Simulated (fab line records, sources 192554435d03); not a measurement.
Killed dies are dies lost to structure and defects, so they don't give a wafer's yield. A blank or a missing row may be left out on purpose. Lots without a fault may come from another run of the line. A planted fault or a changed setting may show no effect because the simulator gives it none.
Problem report in the 8D (eight disciplines) form, filled by code | flow n5_finfet | the parts of the form that need people (team, actions taken, sign-off) are left out

1. THE PROBLEM
raw_defect_count at N5_BEOL_M1_INSPECT_13 reads a mean of 1045 on 6 wafers of 2 lots; wafers without a fault read 406 with a standard deviation of 90. That is +7.1 standard deviations from the usual mean.
The step: inspects for defects (brightfield).
First seen on wafer L443.3, day 9 04:49, on defect_inspect-01. The record holds 30 wafers of 10 lots with a number at this step. Rule for "out", or "out of limits": more than 4 standard deviations from the usual mean. The other wafers with a number count as sound.

2. WHAT IT IS AND WHAT IT IS NOT
question                    | is                     | is not
which readings at this step | raw_defect_count       | -
which lots                  | L443, L446             | L431, L432, L435, L436, L438, L451, L452, L454
which wafers of those lots  | all that have a number | -
read on which gauges        | defect_inspect-01      | defect_inspect-02
when                        | from day 9 04:49       | up to then (15 sound wafers); but 9 sound wafers of L451, L452, L454 came after

3. SUSPECTS, AND WHAT RULES EACH OUT
Counting: a tool at a process step up to the reading stays a suspect if it ran every lot that is out and no sound lot after the first of them.
- the gauge at N5_BEOL_M1_INSPECT_13: ruled out. All the wafers that are out were read on defect_inspect-01, but those of them that N5_PASSIVATION_PROBE_49 has rows for are out there too, on other tools.
- pvd_sputter-01 at N5_BEOL_M1_HM_DEP_02 (deposits TiN, target thk 20 nm): kept. It ran every lot that is out, first L443 (day 9 04:19), and no sound lot after that; its last sound lot up to then is L436 (day 7 16:12).
Left after counting: pvd_sputter-01 at N5_BEOL_M1_HM_DEP_02.

4. THE CAUSE (what the simulator had put in)
Chamber particle source: pvd_sputter-01, from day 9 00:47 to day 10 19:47, at N5_BEOL_M1_HM_DEP_02. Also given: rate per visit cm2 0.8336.
Counting left only this tool.

5. THE CHAIN OF EFFECTS, in route order
Each row: a reading whose mean over the struck wafers that have a number lies more than 3 standard deviations from the usual. Only readings for which the record gives a usual standard deviation are gone through. hours: the time from each lot's start at the first step in this table that gives one to its start at this step, as a median over the lots. sigmas: the change in usual standard deviations.
hours | step                    | reading              | usual  | on struck wafers | change | sigmas
0     | N5_BEOL_M1_INSPECT_13   | raw_defect_count     | 406    | 1045             | +639   | +7.1
233   | N5_PASSIVATION_PROBE_49 | defect_limited_yield | 91.1 % | 83.1             | -8.0   | -5.7
233   | N5_PASSIVATION_PROBE_49 | killed_at_M0_to_M3   | 34     | 135              | +101   | +11
233   | N5_PASSIVATION_PROBE_49 | killed_dies          | 105    | 199              | +94    | +5.5
233   | N5_PASSIVATION_PROBE_49 | sort_bin_5_function  | 5.2 %  | 10.7             | +5.5   | +5.7
233   | N5_PASSIVATION_PROBE_49 | sort_n_pass          | 1075   | 981              | -94    | -5.5
233   | N5_PASSIVATION_PROBE_49 | sort_yield_pct       | 91.1 % | 83.1             | -8.0   | -5.7
The process steps in it:
- N5_PASSIVATION_PROBE_49
Later measuring or inspecting steps at which every struck wafer that the step has a row for has a number for every such reading, and none has moved that far: N5_BEOL_M4_RC_MEAS_101.

6. WHAT WOULD HAVE CAUGHT IT SOONER
In this record the first reading out of limits at a measuring or inspecting step was taken at day 9 04:49, 4 hours after the fault began at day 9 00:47.
Of the tool readings at N5_BEOL_M1_HM_DEP_02 for which the record gives a usual standard deviation, none was out on any struck wafer, so an alarm limit of 4 standard deviations on them would not have fired.
Of the lots that are out (2), L446 began N5_BEOL_M1_HM_DEP_02 on pvd_sputter-01 after day 9 04:49. A hold on the tool at that time would have spared it.
